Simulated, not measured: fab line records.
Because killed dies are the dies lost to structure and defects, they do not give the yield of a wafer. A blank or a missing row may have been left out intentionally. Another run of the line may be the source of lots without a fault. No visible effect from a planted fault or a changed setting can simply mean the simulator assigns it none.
Matching of chambers :: flow n5-finfet :: 4 sister chambers for N5_BEOL_M9_ETCH_62 on rie-diel-02
The step etches SOC in N2/H2, target depth 110 nm, overetch 22 nm, time 165 s. 18 wafers are shown with their chamber, then 9 later ones without.

== WAFERS WITH THEIR CHAMBER ==
wafer: L075.1
chamber: 3
drypump-motor-current-A (A): 4.9
showerhead-plenum-p-Torr (Torr): 2.60
rf-vpp-V (V): 525.6

wafer: L075.4
chamber: 0
drypump-motor-current-A (A): 6.1
showerhead-plenum-p-Torr (Torr): 2.66
rf-vpp-V (V): 526.7

wafer: L075.5
chamber: 3
drypump-motor-current-A (A): 4.9
showerhead-plenum-p-Torr (Torr): 2.60
rf-vpp-V (V): 527.1

wafer: L077.2
chamber: 3
drypump-motor-current-A (A): 4.9
showerhead-plenum-p-Torr (Torr): 2.60
rf-vpp-V (V): 525.5

wafer: L077.3
chamber: 0
drypump-motor-current-A (A): 6.1
showerhead-plenum-p-Torr (Torr): 2.66
rf-vpp-V (V): 528.2

wafer: L077.4
chamber: 2
drypump-motor-current-A (A): 5.1
showerhead-plenum-p-Torr (Torr): 2.46
rf-vpp-V (V): 522.0

wafer: L078.1
chamber: 0
drypump-motor-current-A (A): 6.1
showerhead-plenum-p-Torr (Torr): 2.66
rf-vpp-V (V): 527.0

wafer: L078.4
chamber: 0
drypump-motor-current-A (A): 6.1
showerhead-plenum-p-Torr (Torr): 2.66
rf-vpp-V (V): 526.9

wafer: L078.5
chamber: 2
drypump-motor-current-A (A): 5.0
showerhead-plenum-p-Torr (Torr): 2.46
rf-vpp-V (V): 521.7

wafer: L082.1
chamber: 1
drypump-motor-current-A (A): 5.8
showerhead-plenum-p-Torr (Torr): 2.49
rf-vpp-V (V): 522.1

wafer: L082.4
chamber: 2
drypump-motor-current-A (A): 5.1
showerhead-plenum-p-Torr (Torr): 2.46
rf-vpp-V (V): 521.3

wafer: L082.6
chamber: 1
drypump-motor-current-A (A): 5.8
showerhead-plenum-p-Torr (Torr): 2.49
rf-vpp-V (V): 522.8

wafer: L083.1
chamber: 0
drypump-motor-current-A (A): 6.1
showerhead-plenum-p-Torr (Torr): 2.65
rf-vpp-V (V): 525.6

wafer: L083.4
chamber: 2
drypump-motor-current-A (A): 5.1
showerhead-plenum-p-Torr (Torr): 2.45
rf-vpp-V (V): 521.5

wafer: L083.5
chamber: 1
drypump-motor-current-A (A): 5.8
showerhead-plenum-p-Torr (Torr): 2.49
rf-vpp-V (V): 522.2

wafer: L084.1
chamber: 0
drypump-motor-current-A (A): 6.1
showerhead-plenum-p-Torr (Torr): 2.65
rf-vpp-V (V): 526.2

wafer: L084.2
chamber: 3
drypump-motor-current-A (A): 4.9
showerhead-plenum-p-Torr (Torr): 2.60
rf-vpp-V (V): 526.4

wafer: L084.6
chamber: 0
drypump-motor-current-A (A): 6.1
showerhead-plenum-p-Torr (Torr): 2.65
rf-vpp-V (V): 527.3

SIGNATURES (averages over the wafers above)
reading: drypump-motor-current-A
chamber 0: 6.100
chamber 1: 5.800
chamber 2: 5.075
chamber 3: 4.900
scatter within a chamber: 0.0231

reading: showerhead-plenum-p-Torr
chamber 0: 2.6557
chamber 1: 2.4900
chamber 2: 2.4575
chamber 3: 2.6000
scatter within a chamber: 0.0042

reading: rf-vpp-V
chamber 0: 526.843
chamber 1: 522.367
chamber 2: 521.625
chamber 3: 526.150
scatter within a chamber: 0.671
Rule: distance of a wafer from a chamber = root of the sum over the readings of ((wafer's reading minus chamber's mean) / reading's scatter) squared. The wafer belongs to the nearest chamber; if the next one is less than 2 further off, it can't be placed. How the scatter is found: for the shown wafers, subtract from each reading the mean of its chamber, square and add these, divide the total by (wafers less chambers), then take the root.

== WAFERS WHOSE CHAMBER IS MISSING ==
wafer: L087.1
drypump-motor-current-A (A): 5.8
showerhead-plenum-p-Torr (Torr): 2.49
rf-vpp-V (V): 521.6

wafer: L087.2
drypump-motor-current-A (A): 5.1
showerhead-plenum-p-Torr (Torr): 2.45
rf-vpp-V (V): 521.7

wafer: L087.3
drypump-motor-current-A (A): 4.9
showerhead-plenum-p-Torr (Torr): 2.60
rf-vpp-V (V): 524.9

wafer: L089.1
drypump-motor-current-A (A): 5.8
showerhead-plenum-p-Torr (Torr): 2.49
rf-vpp-V (V): 521.5

wafer: L089.4
drypump-motor-current-A (A): 4.9
showerhead-plenum-p-Torr (Torr): 2.60
rf-vpp-V (V): 526.7

wafer: L089.6
drypump-motor-current-A (A): 5.8
showerhead-plenum-p-Torr (Torr): 2.49
rf-vpp-V (V): 522.5

wafer: L093.1
drypump-motor-current-A (A): 5.8
showerhead-plenum-p-Torr (Torr): 2.49
rf-vpp-V (V): 521.6

wafer: L093.5
drypump-motor-current-A (A): 6.1
showerhead-plenum-p-Torr (Torr): 2.64
rf-vpp-V (V): 526.0

wafer: L093.6
drypump-motor-current-A (A): 4.9
showerhead-plenum-p-Torr (Torr): 2.59
rf-vpp-V (V): 527.2

== WHICH CHAMBER EACH ONE RAN IN ==
wafer: L087.1
from the rows above: 1
in truth: 1

wafer: L087.2
from the rows above: 2
in truth: 2

wafer: L087.3
from the rows above: 3
in truth: 3

wafer: L089.1
from the rows above: 1
in truth: 1

wafer: L089.4
from the rows above: 3
in truth: 3

wafer: L089.6
from the rows above: 1
in truth: 1

wafer: L093.1
from the rows above: 1
in truth: 1

wafer: L093.5
from the rows above: 0
in truth: 0

wafer: L093.6
from the rows above: 3
in truth: 3
9 of 9 placed correctly. Number that these rows cannot place: 0. Wrongly placed: 0.
